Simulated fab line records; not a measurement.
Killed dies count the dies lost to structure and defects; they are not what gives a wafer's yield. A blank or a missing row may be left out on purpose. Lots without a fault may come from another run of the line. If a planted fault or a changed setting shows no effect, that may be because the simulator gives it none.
Chamber matching -- flow nand-harc -- pecvd-04 running NHARC_A_STAIRCASE_DEP_151: 3 sister chambers
The step deposits SiO2, target thk 3800 nm. 18 wafers are shown with their chamber, then 9 later ones without.

## EACH WAFER AND ITS CHAMBER
wafer,chamber,heater-power-w (W)
L074.2,2,619
L074.3,1,788
L074.5,1,632
L077.2,2,629
L077.3,1,776
L077.6,2,519
L076.1,0,663
L076.3,1,718
L076.6,1,636
L079.1,1,687
L079.5,1,606
L079.6,2,510
L080.4,2,514
L080.5,0,563
L080.6,1,646
L087.4,0,566
L087.5,2,523
L087.6,1,629

SIGNATURES, as means of the wafers listed above
reading,chamber 0,chamber 1,chamber 2,scatter within a chamber
heater-power-w,597.33,679.78,552.33,62.1
Rule: a wafer's distance from a chamber is the root of the sum, over the readings, of the square of ((its reading less the chamber's mean) divided by the reading's scatter). If the next closest chamber is less than 2 further off than the closest, the wafer can't be placed; otherwise it belongs to the closest. The scatter: the root of (the sum of the squares of (reading less its chamber's mean) over the shown wafers, divided by (wafers less chambers)).

## WAFERS WITHOUT THEIR CHAMBER
wafer,heater-power-w (W)
L089.1,629
L089.3,515
L089.4,514
L094.4,537
L094.5,537
L094.6,602
L095.1,640
L095.5,536
L095.6,528

## EACH ONE'S CHAMBER
wafer,from the rows above,in truth
L089.1,can't be placed: 0 or 1 or 2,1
L089.3,can't be placed: 2 or 0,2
L089.4,can't be placed: 2 or 0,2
L094.4,can't be placed: 2 or 0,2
L094.5,can't be placed: 2 or 0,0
L094.6,can't be placed: 0 or 2 or 1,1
L095.1,can't be placed: 1 or 0 or 2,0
L095.5,can't be placed: 2 or 0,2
L095.6,can't be placed: 2 or 0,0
Placed correctly: 0 of 9. Unplaceable from these rows: 9, with the true chamber sitting among the candidates in 9. 0 placed wrongly.
